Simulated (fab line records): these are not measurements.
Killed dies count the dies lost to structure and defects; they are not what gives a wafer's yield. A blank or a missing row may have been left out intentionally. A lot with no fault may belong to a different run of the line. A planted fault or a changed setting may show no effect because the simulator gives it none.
Matching of chambers	flow n5 finfet	N5_BEOL_M4_ETCH_77 on rie diel-04 has 4 sister chambers
The step etches underlayer in N2/H2, target depth 6.5 nm, time 5.2 s. 7 wafers are shown with their chamber, then 10 later ones without.

== WAFERS WITH THEIR CHAMBER ==
wafer	chamber	throttle valve pct (%)	showerhead plenum p Torr (Torr)
L080.3	1	17.54	2.60
L089.6	0	18.17	2.70
L094.1	1	17.62	2.59
L094.2	0	18.22	2.70
L094.3	3	17.22	2.71
L094.4	2	17.90	2.66
L094.5	2	17.89	2.66

== WAFERS MISSING THEIR CHAMBER ==
wafer	throttle valve pct (%)	showerhead plenum p Torr (Torr)
L094.6	17.23	2.71
L097.1	17.23	2.71
L097.2	18.20	2.69
L097.3	17.63	2.58
L097.4	17.93	2.65
L097.5	17.91	2.65
L097.6	17.26	2.71
L096.4	17.90	2.65
L096.5	17.63	2.58
L096.6	17.92	2.65

== EACH ONE'S CHAMBER ==
wafer	from the rows above	in truth
L094.6	3	3
L097.1	3	3
L097.2	0	0
L097.3	1	1
L097.4	2	2
L097.5	2	2
L097.6	3	3
L096.4	2	2
L096.5	1	1
L096.6	2	2
Placed correctly: 10 of 10. Number that these rows cannot place: 0. Number placed wrongly: 0.
How it was worked out, from the rows above alone: a wafer's distance from a chamber is the root of the sum, over the readings, of the square of ((its reading less the chamber's mean) divided by the reading's scatter). The wafer belongs to the nearest chamber; if the next one is less than 2 further off, it can't be placed. Each chamber's mean is taken over the wafers shown for it. The scatter: the root of (the sum of the squares of (reading less its chamber's mean) over the shown wafers, divided by (wafers less chambers)).
